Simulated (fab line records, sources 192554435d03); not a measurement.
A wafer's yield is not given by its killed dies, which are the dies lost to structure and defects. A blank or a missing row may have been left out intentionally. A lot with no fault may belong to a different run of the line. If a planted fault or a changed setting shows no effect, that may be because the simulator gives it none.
Matching of chambers | flow n5Finfet | N5_BEOL_M8_PECVD_70 on pecvd-01 has 3 sister chambers
The step deposits SiO2 from TEOS/O2, target thk 20 nm, time 22.7 s. 3 wafers are shown with their chamber, then 8 later ones without.

WAFERS PAIRED WITH THEIR CHAMBERS
wafer  | chamber | throttleValvePct (%)
L090.2 | 0       | 22.4
L090.6 | 2       | 21.4
L093.2 | 1       | 23.5

WAFERS WITHOUT THEIR CHAMBER
wafer  | throttleValvePct (%)
L093.3 | 22.3
L093.6 | 21.2
L094.1 | 22.5
L094.2 | 21.5
L094.4 | 22.6
L095.4 | 23.4
L095.5 | 22.5
L095.6 | 21.4

WHICH CHAMBER EACH ONE RAN IN
wafer  | from the rows above | in truth
L093.3 | 0                   | 0
L093.6 | 2                   | 2
L094.1 | 0                   | 0
L094.2 | 2                   | 2
L094.4 | 0                   | 0
L095.4 | 1                   | 1
L095.5 | 0                   | 0
L095.6 | 2                   | 2
8 of 8 placed correctly. From these rows, 0 cannot be placed. Wrongly placed: 0.
How it was worked out, from the rows above alone: a wafer's distance from a chamber is the root of the sum, over the readings, of the square of ((its reading less the chamber's mean) divided by the reading's scatter). The wafer belongs to the nearest chamber; if the next one is less than 2 further off, it can't be placed. For every chamber, the mean is computed from those of its wafers that are shown. The scatter: with one shown wafer a chamber, the root of the mean of the squares of how far each hidden wafer lies from its nearest shown one.
